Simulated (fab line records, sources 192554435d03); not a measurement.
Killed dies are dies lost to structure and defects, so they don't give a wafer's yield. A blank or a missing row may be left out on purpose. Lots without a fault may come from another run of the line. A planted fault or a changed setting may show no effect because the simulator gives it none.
Chamber matching | flow n5_finfet | N5_FIN_SAQP_STRIP_77 on rie_diel-06: 4 sister chambers
The step strips in N2/H2, time 90 s. 20 wafers are shown with their chamber, then 10 later ones without.

WAFERS WITH THEIR CHAMBER
wafer  | chamber | drypump_motor_current_A (A) | showerhead_plenum_p_Torr (Torr) | throttle_valve_pct (%)
L074.1 | 0       | 5.8                         | 3.23                            | 12.5
L074.4 | 1       | 5.5                         | 3.25                            | 12.5
L074.6 | 3       | 5.0                         | 3.27                            | 11.9
L079.1 | 0       | 5.8                         | 3.22                            | 12.5
L079.2 | 3       | 5.0                         | 3.27                            | 11.9
L079.4 | 3       | 5.1                         | 3.27                            | 11.9
L080.1 | 3       | 5.0                         | 3.26                            | 11.9
L080.3 | 2       | 4.9                         | 3.50                            | 12.5
L080.6 | 2       | 4.9                         | 3.50                            | 12.5
L083.1 | 1       | 5.5                         | 3.24                            | 12.5
L083.4 | 2       | 4.9                         | 3.50                            | 12.5
L083.5 | 2       | 4.9                         | 3.50                            | 12.5
L086.1 | 3       | 5.0                         | 3.26                            | 11.9
L086.3 | 1       | 5.5                         | 3.24                            | 12.5
L086.5 | 2       | 5.0                         | 3.49                            | 12.6
L088.2 | 3       | 5.0                         | 3.25                            | 12.0
L088.5 | 1       | 5.5                         | 3.23                            | 12.6
L088.6 | 0       | 5.8                         | 3.21                            | 12.5
L089.4 | 3       | 5.0                         | 3.25                            | 11.9
L089.5 | 0       | 5.8                         | 3.21                            | 12.6

SIGNATURES (means of the wafers above)
reading                  | chamber 0 | chamber 1 | chamber 2 | chamber 3 | scatter within a chamber
drypump_motor_current_A  | 5.800     | 5.500     | 4.920     | 5.014     | 0.0322
showerhead_plenum_p_Torr | 3.2175    | 3.2400    | 3.4980    | 3.2614    | 0.00807
throttle_valve_pct       | 12.525    | 12.525    | 12.520    | 11.914    | 0.0444
Rule: a wafer's distance from a chamber is the root of the sum, over the readings, of the square of ((its reading less the chamber's mean) divided by the reading's scatter). The wafer belongs to the nearest chamber; if the next one is less than 2 further off, it can't be placed. The scatter: the root of (the sum of the squares of (reading less its chamber's mean) over the shown wafers, divided by (wafers less chambers)).

WAFERS WITHOUT THEIR CHAMBER
wafer  | drypump_motor_current_A (A) | showerhead_plenum_p_Torr (Torr) | throttle_valve_pct (%)
L089.6 | 5.0                         | 3.25                            | 12.0
L092.3 | 5.5                         | 3.23                            | 12.6
L092.5 | 5.8                         | 3.21                            | 12.6
L092.6 | 5.5                         | 3.23                            | 12.6
L094.1 | 5.0                         | 3.48                            | 12.6
L094.4 | 5.0                         | 3.25                            | 12.0
L094.6 | 4.9                         | 3.48                            | 12.6
L095.1 | 5.5                         | 3.22                            | 12.6
L095.3 | 5.0                         | 3.25                            | 12.0
L095.4 | 5.0                         | 3.25                            | 12.0

WHICH CHAMBER EACH WENT THROUGH
wafer  | from the rows above | in truth
L089.6 | 3                   | 3
L092.3 | 1                   | 1
L092.5 | 0                   | 0
L092.6 | 1                   | 1
L094.1 | 2                   | 2
L094.4 | 3                   | 3
L094.6 | 2                   | 2
L095.1 | 1                   | 1
L095.3 | 3                   | 3
L095.4 | 3                   | 3
Placed correctly: 10 of 10. Can't be placed from these rows: 0. Placed wrongly: 0.
